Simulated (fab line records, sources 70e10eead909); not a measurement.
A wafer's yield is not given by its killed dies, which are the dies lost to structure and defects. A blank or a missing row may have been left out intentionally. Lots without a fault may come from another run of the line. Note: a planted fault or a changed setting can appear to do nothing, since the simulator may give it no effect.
Chamber matching / flow nandHarc / rieDiel-04 running NHARC_A_BONDPAD_ETCH_34: 4 sister chambers
The step etches the open film in N2/H2, target depth 60 nm, overetch 18 nm, time 65.91 s. 4 wafers are shown with their chamber, then 7 later ones without.

WAFERS WITH THEIR CHAMBER
wafer=L986.5; chamber=0; rfVppV (V)=431.8
wafer=L986.6; chamber=3; rfVppV (V)=430.7
wafer=L989.2; chamber=2; rfVppV (V)=435.8
wafer=L989.5; chamber=1; rfVppV (V)=428.1

WAFERS MISSING THEIR CHAMBER
wafer=L989.6; rfVppV (V)=431.3
wafer=L990.3; rfVppV (V)=432.6
wafer=L990.4; rfVppV (V)=429.7
wafer=L990.6; rfVppV (V)=425.8
wafer=L993.2; rfVppV (V)=427.8
wafer=L993.3; rfVppV (V)=435.4
wafer=L993.5; rfVppV (V)=426.0

WHICH CHAMBER EACH ONE RAN IN
wafer=L989.6; from the rows above=can't be placed: 0 or 3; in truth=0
wafer=L990.3; from the rows above=can't be placed: 0 or 3 or 2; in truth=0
wafer=L990.4; from the rows above=can't be placed: 3 or 1 or 0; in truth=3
wafer=L990.6; from the rows above=can't be placed: 1 or 3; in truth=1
wafer=L993.2; from the rows above=can't be placed: 1 or 3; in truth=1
wafer=L993.3; from the rows above=2; in truth=2
wafer=L993.5; from the rows above=can't be placed: 1 or 3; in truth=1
Placed correctly: 1 of 7. Unplaceable from these rows: 6, with the true chamber sitting among the candidates in 6. 0 placed wrongly.
How it was worked out, from the rows above alone: a wafer's distance from a chamber is the root of the sum, over the readings, of the square of ((its reading less the chamber's mean) divided by the reading's scatter). The wafer belongs to the nearest chamber; if the next one is less than 2 further off, it can't be placed. For every chamber, the mean is computed from those of its wafers that are shown. The scatter: with one shown wafer a chamber, the root of the mean of the squares of how far each hidden wafer lies from its nearest shown one.
